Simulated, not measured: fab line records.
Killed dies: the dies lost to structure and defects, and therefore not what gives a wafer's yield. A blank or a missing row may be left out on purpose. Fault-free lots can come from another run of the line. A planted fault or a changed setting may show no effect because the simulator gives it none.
2 desks looking at one fault :: flow n5 finfet :: only its own numbers are on each desk; what lay behind them is given at the end

AT THE METROLOGY DESK
What the gauges read, lot by lot, whatever tool the lot ran on: means of the sampled wafers that have a number. A lot is out of limits, marked OUT, if its mean lies more than 4 standard deviations from the usual mean; the brackets give that distance. 7 of its 11 readings are shown, namely those furthest out on some lot.
Columns: A = DIBL_N at N5_BEOL_M4_RC_MEAS_101, usual 36.1 mV/V; B = IOFF_N at N5_BEOL_M4_RC_MEAS_101, usual 0.16 nA/um; C = IOFF_P at N5_BEOL_M4_RC_MEAS_101, usual 0.20 nA/um; D = ION_N at N5_BEOL_M4_RC_MEAS_101, usual 676 uA/um; E = SS_N at N5_BEOL_M4_RC_MEAS_101, usual 71.6 mV/dec; F = VT_N at N5_BEOL_M4_RC_MEAS_101, usual 251 mV; G = VT_P at N5_BEOL_M4_RC_MEAS_101, usual -252 mV
lot: L694
first seen here: day 5 11:24
A: 36.1
B: 0.17
C: 0.18
D: 676
E: 72.1
F: 253
G: -253

lot: L697
first seen here: day 6 02:44
A: 36.6
B: 0.17
C: 0.18
D: 673
E: 71.9
F: 252
G: -254

lot: L700
first seen here: day 6 22:37
A: 35.3
B: 0.15
C: 0.19
D: 688
E: 71.3
F: 250
G: -252

lot: L705
first seen here: day 8 05:21
A: 35.0
B: 0.17
C: 0.20
D: 679
E: 72.0
F: 246
G: -250

lot: L706
first seen here: day 8 09:04
A: 36.0
B: 0.17
C: 0.19
D: 686
E: 71.5
F: 245
G: -252

lot: L707
first seen here: day 8 19:58
A: 38.1
B: 0.22
C: 0.21
D: 691
E: 73.0
F: 245
G: -248

lot: L710
first seen here: day 9 12:24
A: 37.1
B: 0.15
C: 0.18
D: 678
E: 71.5
F: 253
G: -252

lot: L714
first seen here: day 10 10:17
A: 38.0
B: 0.19
C: 0.25
D: 677
E: 72.1
F: 248
G: -245

lot: L715
first seen here: day 10 16:23
A: 38.3
B: 0.18
C: 0.25
D: 659
E: 72.0
F: 252
G: -248
This desk's finding: nothing out of limits on any of the 9 lots.

TOOL OWNER'S DESK, rie diel-05
The tool's own readings at N5_MOL_CONTACT_COAG_ETCH_65 (etches underlayer in N2/H2, target depth 13 nm, time 10.4 s): means of the sampled wafers that have a number, for each lot that ran on this tool. A lot is out of limits, marked OUT, if its mean lies more than 4 standard deviations from the usual mean; the brackets give that distance. 7 of its 8 readings are shown: the first one out of limits and those lying furthest out on some lot.
Columns: A = drypump motor current A at N5_MOL_CONTACT_COAG_ETCH_65, usual 5.8 A; B = etch rf on time s at N5_MOL_CONTACT_COAG_ETCH_65, usual 10.3 s; C = h2 flow sccm at N5_MOL_CONTACT_COAG_ETCH_65, usual 200.0 sccm; D = oes product au at N5_MOL_CONTACT_COAG_ETCH_65, usual 0.69 a.u.; E = rf vpp V at N5_MOL_CONTACT_COAG_ETCH_65, usual 524.7 V; F = showerhead plenum p Torr at N5_MOL_CONTACT_COAG_ETCH_65, usual 2.57 Torr; G = throttle valve pct at N5_MOL_CONTACT_COAG_ETCH_65, usual 17.91 %
lot: L694
first seen here: day 5 11:33
A: 6.3
B: 10.2
C: 200.8
D: 0.73
E: 524.1
F: 2.55
G: 17.91

lot: L697
first seen here: day 6 02:57
A: 5.6
B: 10.6
C: 199.9
D: 0.66
E: 524.8
F: 2.59
G: 17.96

lot: L705
first seen here: day 8 05:31
A: 6.2
B: 8.1 (-5.0) OUT
C: 200.1
D: 0.81
E: 524.0
F: 2.56
G: 17.98

lot: L706
first seen here: day 8 09:13
A: 6.1
B: 8.2 (-4.7) OUT
C: 199.4
D: 0.80
E: 525.3
F: 2.56
G: 18.01

lot: L707
first seen here: day 8 20:17
A: 5.5
B: 8.4 (-4.1) OUT
C: 199.6
D: 0.73
E: 526.9
F: 2.65
G: 18.09
This desk's verdict: out of limits on L705, L706, L707, starting with L705 at day 8 05:31 (etch rf on time s at N5_MOL_CONTACT_COAG_ETCH_65). L694, L697: within limits.

ALL TOGETHER
At day 8 05:31, on L705, L706, L707, the tool owner's desk was in a position to raise an alarm.
From the metrology desk's view, nothing was out of limits.
The metrology desk holds a record of L705, L706, L707, inside its limits.
The lots listed all ran N5_MOL_CONTACT_COAG_ETCH_65 on rie diel-05.

WHAT WAS PUT IN BY THE SIMULATOR
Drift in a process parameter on rie diel-05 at N5_MOL_CONTACT_COAG_ETCH_65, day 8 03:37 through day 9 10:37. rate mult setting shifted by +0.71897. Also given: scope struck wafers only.
Struck lots among those shown: L705, L706, L707.
Time in hours from fault onset to the first out-of-limits reading at each desk: the tool owner's desk, 2.
